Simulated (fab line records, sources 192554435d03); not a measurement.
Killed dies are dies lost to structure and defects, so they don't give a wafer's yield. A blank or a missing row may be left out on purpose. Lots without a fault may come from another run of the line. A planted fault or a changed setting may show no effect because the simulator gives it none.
fab line records | flow n5_finfet | part 1 of 2: steps 1 to 24 of 31
record lots=5 wafers=15 last_day=18
route steps=1938 shown BEOL_M12@1612
lots that met no fault: from a run of the same line without faults
start_h: hours from the record's first day to the start of the lot's first wafer shown | wait_h: hours since the lot's step before | " the same as in the row above | L1.1+2: a row that stands for several wafers | - no value, or no start given | * or withheld: withheld | < > ~ a bound
route shown NAME@n: a module of which the file shows steps, and the number in the route of the first | usual: mean/standard deviation of fault-free wafers | same: alike in all rows | chamber/n: place in a boat | sites: the reading at each site | _std_site: their standard deviation | _edge_site: outer sites' mean less inner sites' | radius_mm: how far each site lies from the wafer's centre | mask NAME#n: copy n | behind: the tool/chamber that last shaped the wafer | hold: why the lot was held/for how many hours/how that ended | device: the transistor (n, p or np) that didn't switch | end of line: the same wafers' tests at the end of the route | a step without rows: its recipe alone | killed: dies lost to structure and defects at the first sort, not the wafer's yield | map: a wafer's dies, x killed, . not, _ none there
set.NAME: the setting as run; set.NAME@STEP: as run at that earlier step | model.NAME: the simulator's own value behind a step, which no gauge read
lots at some steps of the route; a table a step, a row a wafer
services: from which hour (start_h, from the record's first day; less than 0 if before it) a tool's chamber was out of use, for how many hours, and why
## steps
# step N5_BEOL_M12_CD_MEAS_10
# recipe target_cd_nm=140 landing_energy_ev=500 detector=se_inlens polarity=opening
# usual cd_nm=141.5/2.3
# columns lot.wafer tool chamber start_h wait_h cd_nm
L077.1 cd_sem-02 0 257.96 - 142.7
L077.3 " 0 " " 143.7
L077.4 " 0 " " 144.3
L076.1 cd_sem-02 0 271.40 - 140.4
L076.5 " 0 " " 142.6
L076.6 " 0 " " 142.7
L088.4 cd_sem-03 0 336.17 - 143.8
L088.5 " 0 " " 143.9
L088.6 " 0 " " 140.4
L092.2 cd_sem-03 0 373.41 - 143.7
L092.5 " 0 " " 145.6
L092.6 " 0 " " 142.3
L096.1 cd_sem-03 0 387.17 - 141.3
L096.2 " 0 " " 145.7
L096.3 " 0 " " 143.5
# step N5_BEOL_M12_OVL_MEAS_11
# recipe points_per_wafer=44
# usual V11_OVL=0/4.8
# columns lot.wafer tool chamber start_h wait_h V11_OVL[nm]
L077.1 overlay-01 0 257.99 0.0 6
L077.3 " 0 " " 1
L077.4 " 0 " " 8
L076.1 overlay-01 0 271.43 0.0 6
L076.5 " 0 " " 3
L076.6 " 0 " " 5
L088.4 overlay-02 0 336.20 0.0 1
L088.5 " 0 " " 8
L088.6 " 0 " " 0
L092.2 overlay-02 0 373.44 0.0 2
L092.5 " 0 " " 2
L092.6 " 0 " " -1
L096.1 overlay-02 0 387.20 0.0 -5
L096.2 " 0 " " -2
L096.3 " 0 " " -12
# step N5_BEOL_M12_INSPECT_12
# recipe mode=adi inspect_instrument=macro
# usual raw_defect_count=1.8/1.3
# columns lot.wafer tool chamber start_h wait_h raw_defect_count
L077.1 defect_inspect-02 - 258.01 0.0 0
L077.3 " - " " 2
L077.4 " - " " 1
L076.1 defect_inspect-02 - 271.45 0.0 3
L076.5 " - " " 3
L076.6 " - " " 1
L088.4 defect_inspect-02 - 336.23 0.0 0
L088.5 " - " " 0
L088.6 " - " " 1
L092.2 defect_inspect-01 - 373.46 0.0 2
L092.5 " - " " 3
L092.6 " - " " 3
L096.1 defect_inspect-02 - 387.22 0.0 2
L096.2 " - " " 4
L096.3 " - " " 3
# step N5_BEOL_M12_DESCUM_15
# recipe chemistry=O2 time_s=7.9 source_power_w=50 bias_power_w=20 pressure_mtorr=20 rf_frequency_hz=2.712e+07 temp_c=40 o2_flow_sccm=225
# usual drypump_motor_current_A=5.7/0.42 oes_product_au=0.84/0.079 rf_vpp_V=243.6/1.2 showerhead_plenum_p_Torr=2.12/0.062 throttle_valve_pct=20.36/0.19
# columns lot.wafer tool chamber start_h wait_h drypump_motor_current_A oes_product_au rf_hours_counter_h rf_vpp_V showerhead_plenum_p_Torr throttle_valve_pct
L077.1 rie_diel-04 1 258.05 0.0 5.4 0.99 2 243.5 2.15 20.23
L077.3 " 0 " " 5.3 0.89 20 243.3 2.15 20.40
L077.4 " 0 " " 5.3 0.88 - 243.7 2.15 20.39
L076.1 rie_diel-04 0 271.64 0.2 5.3 0.87 26 243.5 2.15 20.40
L076.5 " 2 " " 5.9 0.78 - 245.0 2.20 20.63
L076.6 " 1 " " 5.4 0.97 - 245.7 2.14 20.24
L088.4 rie_diel-04 2 336.30 0.1 5.8 0.75 - 244.3 2.19 20.65
L088.5 " 1 " " 5.4 0.90 - 243.7 2.14 20.30
L088.6 " 3 " " 5.3 0.91 - 241.8 2.05 20.43
L092.2 rie_diel-06 2 373.50 0.0 6.4 0.83 77 243.3 2.14 20.44
L092.5 " 3 " " 5.7 0.80 - 244.1 2.10 20.10
L092.6 " 0 " " 5.3 0.95 - 244.6 2.23 20.26
L096.1 rie_diel-06 3 387.26 0.0 5.7 0.81 89 243.7 2.10 20.09
L096.2 " 0 " " 5.3 0.95 21 245.7 2.23 20.26
L096.3 " 2 " " 6.4 0.83 81 243.7 2.13 20.44
# step N5_BEOL_M12_ETCH_59
# recipe chemistry=N2/H2 target=BARC target_depth_a=890 overetch_a=267 time_s=67.9 ion_energy_ev=200 pressure_mtorr=30 source_w=840 bias_w=150 n2_flow_sccm=200 h2_flow_sccm=200
# usual drypump_motor_current_A=5.7/0.42 oes_product_au=0.71/0.064 rf_vpp_V=524.8/2.2 showerhead_plenum_p_Torr=2.57/0.071 throttle_valve_pct=17.75/0.2
# columns lot.wafer tool chamber start_h wait_h drypump_motor_current_A oes_product_au rf_hours_counter_h rf_vpp_V showerhead_plenum_p_Torr throttle_valve_pct
L077.1 rie_diel-04 1 258.08 0.0 5.4 0.83 2 525.7 2.62 17.94
L077.3 " 0 " " 5.3 0.78 20 524.2 2.58 17.67
L077.4 " 0 " " 5.3 0.77 - 525.4 2.58 17.65
L076.1 rie_diel-04 0 271.67 0.0 5.3 0.76 26 525.8 2.58 17.67
L076.5 " 2 " " 5.8 0.67 - 526.3 2.64 17.86
L076.6 " 1 " " 5.4 0.81 - 526.6 2.62 17.92
L088.4 rie_diel-04 2 336.35 0.0 5.8 0.65 - 528.1 2.63 17.90
L088.5 " 1 " " 5.4 0.76 - 525.1 2.61 17.94
L088.6 " 3 " " 5.3 0.76 - 522.0 2.48 17.72
L092.2 rie_diel-06 2 373.53 0.0 6.4 0.72 77 525.9 2.56 17.58
L092.5 " 3 " " 5.7 0.68 - 524.8 2.58 17.66
L092.6 " 0 " " 5.3 0.81 - 529.3 2.69 17.53
L096.1 rie_diel-06 3 387.29 0.0 5.7 0.68 89 524.5 2.57 17.65
L096.2 " 0 " " 5.4 0.80 21 528.8 2.69 17.57
L096.3 " 2 " " 6.4 0.72 81 525.0 2.55 17.58
# step N5_BEOL_M12_VIA_ETCH_16
# recipe chemistry=C4F8/O2/Ar target=SiOC pressure_mtorr=30 source_w=3000 bias_w=700 Ar_flow_sccm=400 C4F8_flow_sccm=15 O2_flow_sccm=8 he_inner_torr=15 he_outer_torr=30 target_depth_a=7248 time_s=withheld ion_energy_ev=250 ends=cleared
# usual drypump_motor_current_A=5.7/0.42 he_outer_torr=30.00/0.064 oes_product_au=0.76/0.07 rf_vpp_V=666.6/2.6 showerhead_plenum_p_Torr=3.45/0.09 throttle_valve_pct=24.11/0.21
# columns lot.wafer tool chamber start_h wait_h drypump_motor_current_A he_outer_torr oes_product_au rf_vpp_V showerhead_plenum_p_Torr throttle_valve_pct
L077.1 rie_diel-04 1 258.13 0.0 5.4 30.00 0.87 667.0 3.46 23.87
L077.3 " 0 " " 5.3 30.07 0.81 667.3 3.50 24.24
L077.4 " 0 " " 5.3 30.07 0.81 667.7 3.50 24.24
L076.1 rie_diel-04 0 271.72 0.0 5.3 29.99 0.80 666.5 3.50 24.24
L076.5 " 2 " " 5.9 29.96 0.71 667.9 3.55 24.27
L076.6 " 1 " " 5.4 30.02 0.86 666.9 3.46 23.89
L088.4 rie_diel-04 2 336.46 0.1 5.9 30.02 0.69 668.3 3.54 24.30
L088.5 " 1 " " 5.4 30.11 0.81 666.8 3.45 23.92
L088.6 " 3 " " 5.3 30.08 0.81 663.0 3.34 24.18
L092.2 rie_diel-06 2 373.58 0.0 6.4 30.00 0.75 665.2 3.42 23.89
L092.5 " 3 " " 5.7 30.11 0.73 668.0 3.43 23.85
L092.6 " 0 " " 5.3 30.01 0.87 671.9 3.68 24.34
L096.1 rie_diel-06 3 387.34 0.0 5.7 30.11 0.72 665.4 3.43 23.86
L096.2 " 0 " " 5.4 30.03 0.86 671.3 3.68 24.35
L096.3 " 2 " " 6.4 30.01 0.76 666.2 3.42 23.89
# step N5_BEOL_M12_STRIP_63
# recipe chemistry=N2/H2 power_w=1000 temp_c=250 h2_frac=0.65 overash_fraction=0.3 pressure_mtorr=1000 n2_flow_sccm=1750 h2_flow_sccm=3250
# usual drypump_motor_current_A=5.7/0.51 heater_power_w=347/19 oes_product_au=0.693/0.0045 strip_time_to_endpoint_s=42.6/0.98
# columns lot.wafer tool chamber start_h wait_h drypump_motor_current_A heater_power_w oes_product_au rf_hours_counter_h strip_time_to_endpoint_s
L077.1 plasma_asher-01 0 258.33 - 5.1 386 0.692 75 43.1
L077.3 " 0 " " 5.1 374 0.694 - 43.0
L077.4 " 1 " " 6.4 335 0.696 - 43.1
L076.1 plasma_asher-01 1 271.92 - 6.4 333 0.693 81 42.5
L076.5 " 1 " " 6.4 342 0.689 - 42.6
L076.6 " 0 " " 5.1 372 0.697 - 41.5
L088.4 plasma_asher-01 1 336.59 - 6.5 337 0.694 - 41.3
L088.5 " 0 " " 5.1 368 0.695 - 41.2
L088.6 " 1 " " 6.4 331 0.690 - 40.5
L092.2 plasma_asher-01 0 373.78 - 5.1 361 0.692 103 42.7
L092.5 " 0 " " 5.1 374 0.684 - 41.1
L092.6 " 1 " " 6.4 333 0.691 - 41.7
L096.1 plasma_asher-02 0 387.54 - 5.8 321 0.693 141 44.0
L096.2 " 1 " " 5.4 348 0.707 141 44.4
L096.3 " 0 " " 5.8 333 0.695 - 43.3
# step N5_BEOL_M12_STRIP_64
# recipe chemistry=N2/H2 power_w=1000 temp_c=250 h2_frac=0.65 overash_fraction=0.3 pressure_mtorr=withheld n2_flow_sccm=1750 h2_flow_sccm=3250
# usual drypump_motor_current_A=5.7/0.5 heater_power_w=347/19 oes_product_au=0.715/0.0045 strip_time_to_endpoint_s=31.34/0.071
# columns lot.wafer tool chamber start_h wait_h drypump_motor_current_A heater_power_w oes_product_au rf_hours_counter_h strip_time_to_endpoint_s
L077.1 plasma_asher-01 0 258.39 0.0 5.1 372 0.717 75 31.54
L077.3 " 0 " " 5.1 377 0.720 - 31.41
L077.4 " 1 " " 6.4 328 0.716 - 31.48
L076.1 plasma_asher-01 1 271.98 0.0 6.5 338 0.716 81 31.40
L076.5 " 1 " " 6.4 342 0.712 - 31.44
L076.6 " 0 " " 5.1 373 0.710 - 31.44
L088.4 plasma_asher-01 1 336.65 0.0 6.4 341 0.715 - 31.38
L088.5 " 0 " " 5.1 370 0.715 - 31.36
L088.6 " 1 " " 6.4 328 0.716 - 31.38
L092.2 plasma_asher-01 0 373.84 0.0 5.1 380 0.718 103 31.43
L092.5 " 0 " " 5.1 371 0.719 - 31.32
L092.6 " 1 " " 6.4 342 0.715 - 31.27
L096.1 plasma_asher-02 0 387.60 0.0 5.8 334 0.718 141 31.41
L096.2 " 1 " " 5.5 344 0.715 141 31.36
L096.3 " 0 " " 5.8 325 0.714 - 31.29
# step N5_BEOL_M12_STRIP_71
# recipe chemistry=post_etch_residue_remover time_s=60 temp_c=25 remover_ph=withheld remover_water_wt_pct=withheld remover_fluoride_wt_pct=withheld
# columns lot.wafer tool chamber start_h wait_h
L077.1+3+4 wet_bench-05 6,3,7 258.48 0.1
L076.1+5+6 wet_bench-03 7,1,0 272.07 0.1
L088.4+5+6 wet_bench-04 7,0,4 336.72 0.0
L092.2+5+6 wet_bench-04 0,7,1 373.93 0.1
L096.1+2+3 wet_bench-03 3,0,7 387.69 0.1
# step N5_BEOL_M12_SRD_72
# recipe time_s=30 temp_c=23 rinse_liquid=diw dry=n2_spin spin_rpm=1500 dry_time_s=30
# same dry_time_s=30
# columns lot.wafer tool chamber start_h wait_h
L077.1+3+4 wet_bench-05 6,3,7 258.50 0.0
L076.1+5+6 wet_bench-03 7,1,0 272.09 0.0
L088.4+5+6 wet_bench-04 7,0,4 336.74 0.0
L092.2+5+6 wet_bench-04 0,7,1 373.95 0.0
L096.1+2+3 wet_bench-03 3,0,7 387.71 0.0
# step N5_BEOL_M12_CD_MEAS_17
# recipe target_cd_nm=140 polarity=opening
# usual cd_nm=141.4/2.5
# columns lot.wafer tool chamber start_h wait_h cd_nm
L077.1 cd_sem-03 - 258.54 0.0 142.7
L077.3 " - " " 144.2
L077.4 " - " " 145.1
L076.1 cd_sem-01 - 272.13 0.0 141.3
L076.5 " - " " 141.5
L076.6 " - " " 143.1
L088.4 cd_sem-01 - 336.78 0.0 142.8
L088.5 " - " " 143.8
L088.6 " - " " 141.2
L092.2 cd_sem-02 - 373.99 0.0 142.7
L092.5 " - " " 145.8
L092.6 " - " " 142.9
L096.1 cd_sem-01 - 387.75 0.0 141.0
L096.2 " - " " 145.5
L096.3 " - " " 142.9
# step N5_BEOL_M12_COAT_65
# recipe resist=SOC temp_c=250 time_s=60 spin_rpm=1500 resist_thk_nm=300
# columns lot.wafer tool chamber start_h wait_h
L077.1+3+4 litho_track-05 0 258.57 0.0
L076.1+5+6 litho_track-05 0 272.17 0.0
L088.4+5+6 litho_track-05 0 336.82 0.0
L092.2+5+6 litho_track-05 0 374.03 0.0
L096.1+2+3 litho_track-05 0 387.79 0.0
# step N5_BEOL_M12_COAT_66
# recipe resist=SiARC temp_c=220 time_s=60 spin_rpm=1500 resist_thk_nm=110
# columns lot.wafer tool chamber start_h wait_h
L077.1+3+4 litho_track-05 0 - -
L076.1+5+6 litho_track-05 0 - -
L088.4+5+6 litho_track-05 0 - -
L092.2+5+6 litho_track-05 0 - -
L096.1+2+3 litho_track-05 0 - -
# step N5_BEOL_M12_COAT_22
# recipe spin_rpm=2888 resist_thk_nm=300
# columns lot.wafer tool chamber start_h wait_h
L077.1+3+4 litho_track-05 0 - -
L076.1+5+6 litho_track-05 0 - -
L088.4+5+6 litho_track-05 0 - -
L092.2+5+6 litho_track-05 0 - -
L096.1+2+3 litho_track-05 0 - -
# step N5_BEOL_M12_EBR_24
# recipe solvent=PGMEA ebr_width_mm=1.5
# columns lot.wafer tool chamber start_h wait_h
L077.1+3+4 litho_track-05 0 - -
L076.1+5+6 litho_track-05 0 - -
L088.4+5+6 litho_track-05 0 - -
L092.2+5+6 litho_track-05 0 - -
L096.1+2+3 litho_track-05 0 - -
# step N5_BEOL_M12_SOFTBAKE_23
# recipe temp_c=130 time_s=60
# columns lot.wafer tool chamber start_h wait_h
L077.1+3+4 litho_track-05 0 - -
L076.1+5+6 litho_track-05 0 - -
L088.4+5+6 litho_track-05 0 - -
L092.2+5+6 litho_track-05 0 - -
L096.1+2+3 litho_track-05 0 - -
# step N5_BEOL_M12_EXPOSE_25
# recipe mask_id=M12 na=0.93 source_shape=conventional sigma_outer=0.4 polarization=unpolarized dose_mj=21.8
# usual reticle_temp_C=23.01/0.081
# columns lot.wafer tool chamber start_h wait_h mask reticle_temp_C
L077.1 krf_scanner-01 0 258.82 - M12#0 23.00
L077.3 " 0 " " M12#0 22.89
L077.4 " 0 " " M12#0 22.97
L076.1 krf_scanner-02 0 272.41 - M12#0 22.92
L076.5 " 0 " " M12#0 22.92
L076.6 " 0 " " M12#0 23.13
L088.4 krf_scanner-01 0 337.08 - M12#0 23.07
L088.5 " 0 " " M12#0 22.99
L088.6 " 0 " " M12#0 23.05
L092.2 krf_scanner-01 0 374.28 - M12#0 23.10
L092.5 " 0 " " M12#0 23.13
L092.6 " 0 " " M12#0 23.02
L096.1 krf_scanner-01 0 388.03 - M12#0 23.05
L096.2 " 0 " " M12#0 23.11
L096.3 " 0 " " M12#0 22.94
# step N5_BEOL_M12_PEB_26
# recipe peb_temp_c=130 peb_time_s=90
# same peb_time_s=90
# columns lot.wafer tool chamber start_h wait_h
L077.1+3+4 litho_track-04 0 258.88 0.1
L076.1+5+6 litho_track-01 0 272.47 0.1
L088.4+5+6 litho_track-05 0 337.12 0.0
L092.2+5+6 litho_track-04 0 374.33 0.0
L096.1+2+3 litho_track-05 0 388.09 0.1
# step N5_BEOL_M12_DEVELOP_27
# recipe develop_time_s=45 rinse_liquid=diw dry=air_spin dev_temp_c=21
# same develop_time_s=45
# columns lot.wafer tool chamber start_h wait_h
L077.1+3+4 litho_track-04 0 - -
L076.1+5+6 litho_track-01 0 - -
L088.4+5+6 litho_track-05 0 - -
L092.2+5+6 litho_track-04 0 - -
L096.1+2+3 litho_track-05 0 - -
# step N5_BEOL_M12_HARDBAKE_32
# recipe temp_c=130 time_s=120
# columns lot.wafer tool chamber start_h wait_h
L077.1+3+4 litho_track-04 0 - -
L076.1+5+6 litho_track-01 0 - -
L088.4+5+6 litho_track-05 0 - -
L092.2+5+6 litho_track-04 0 - -
L096.1+2+3 litho_track-05 0 - -
# step N5_BEOL_M12_CD_MEAS_28
# recipe target_cd_nm=160.2 landing_energy_ev=500 detector=se_inlens polarity=opening
# usual cd_nm=160.9/2.1
# columns lot.wafer tool chamber start_h wait_h cd_nm
L077.1 cd_sem-01 0 258.99 - 157.5
L077.3 " 0 " " 159.4
L077.4 " 0 " " 156.8
L076.1 cd_sem-01 0 272.58 - 162.7
L076.5 " 0 " " 160.1
L076.6 " 0 " " 160.3
L088.4 cd_sem-02 0 337.23 - 160.6
L088.5 " 0 " " 161.8
L088.6 " 0 " " 159.9
L092.2 cd_sem-01 0 374.45 - 157.2
L092.5 " 0 " " 162.0
L092.6 " 0 " " 159.9
L096.1 cd_sem-01 0 388.20 - 161.6
L096.2 " 0 " " 163.0
L096.3 " 0 " " 163.6
# step N5_BEOL_M12_OVL_MEAS_29
# recipe points_per_wafer=44
# usual M12_OVL=-1/4.7
# columns lot.wafer tool chamber start_h wait_h M12_OVL[nm]
L077.1 overlay-02 0 259.02 0.0 -3
L077.3 " 0 " " -5
L077.4 " 0 " " 5
L076.1 overlay-02 0 272.61 0.0 3
L076.5 " 0 " " 10
L076.6 " 0 " " -1
L088.4 overlay-01 0 337.26 0.0 -4
L088.5 " 0 " " 9
L088.6 " 0 " " -5
L092.2 overlay-01 0 374.47 0.0 4
L092.5 " 0 " " -10
L092.6 " 0 " " 6
L096.1 overlay-01 0 388.23 0.0 2
L096.2 " 0 " " -3
L096.3 " 0 " " 0
# step N5_BEOL_M12_INSPECT_30
# recipe mode=adi inspect_instrument=macro
# usual raw_defect_count=2.1/1.6
# columns lot.wafer tool chamber start_h wait_h raw_defect_count
L077.1 defect_inspect-01 - 259.05 0.0 1
L077.3 " - " " 0
L077.4 " - " " 1
L076.1 defect_inspect-01 - 272.63 0.0 1
L076.5 " - " " 0
L076.6 " - " " 2
L088.4 defect_inspect-01 - 337.29 0.0 6
L088.5 " - " " 0
L088.6 " - " " 1
L092.2 defect_inspect-01 - 374.50 0.0 1
L092.5 " - " " 2
L092.6 " - " " 0
L096.1 defect_inspect-02 - 388.25 0.0 2
L096.2 " - " " 4
L096.3 " - " " 1
# step N5_BEOL_M12_DESCUM_33
# recipe chemistry=O2 time_s=7.9 source_power_w=50 bias_power_w=20 pressure_mtorr=20 rf_frequency_hz=2.712e+07 temp_c=40 o2_flow_sccm=225
# usual drypump_motor_current_A=5.7/0.41 oes_product_au=0.84/0.079 rf_vpp_V=243.5/1.3 showerhead_plenum_p_Torr=2.11/0.058 throttle_valve_pct=20.35/0.18
# columns lot.wafer tool chamber start_h wait_h drypump_motor_current_A oes_product_au rf_hours_counter_h rf_vpp_V showerhead_plenum_p_Torr throttle_valve_pct
L077.1 rie_diel-04 1 259.83 0.8 5.4 0.98 4 243.2 2.15 20.23
L077.3 " 2 " " 5.9 0.79 139 244.9 2.20 20.60
L077.4 " 2 " " 5.9 0.79 - 243.5 2.20 20.60
L076.1 rie_diel-06 1 272.67 0.0 6.5 0.90 31 244.4 2.13 20.07
L076.5 " 3 " " 5.7 0.85 - 244.3 2.11 20.06
L076.6 " 0 " " 5.3 0.67 - 242.4 1.98 20.54
L088.4 rie_diel-05 0 337.32 0.0 5.4 0.81 72 243.6 2.04 20.50
L088.5 " 1 " " 6.1 0.81 - 243.5 2.12 20.26
L088.6 " 2 " " 5.7 0.73 - 244.0 2.17 20.50
L092.2 rie_diel-05 0 374.54 0.0 5.4 0.81 85 242.2 2.04 20.52
L092.5 " 3 " " 6.1 0.95 - 241.8 2.03 20.14
L092.6 " 2 " " 5.7 0.71 - 243.9 2.17 20.50
L096.1 rie_diel-06 1 388.32 0.1 6.5 0.85 69 243.0 2.12 20.13
L096.2 " 3 " " 5.7 0.81 89 243.4 2.10 20.12
L096.3 " 2 " " 6.4 0.83 81 244.5 2.13 20.45
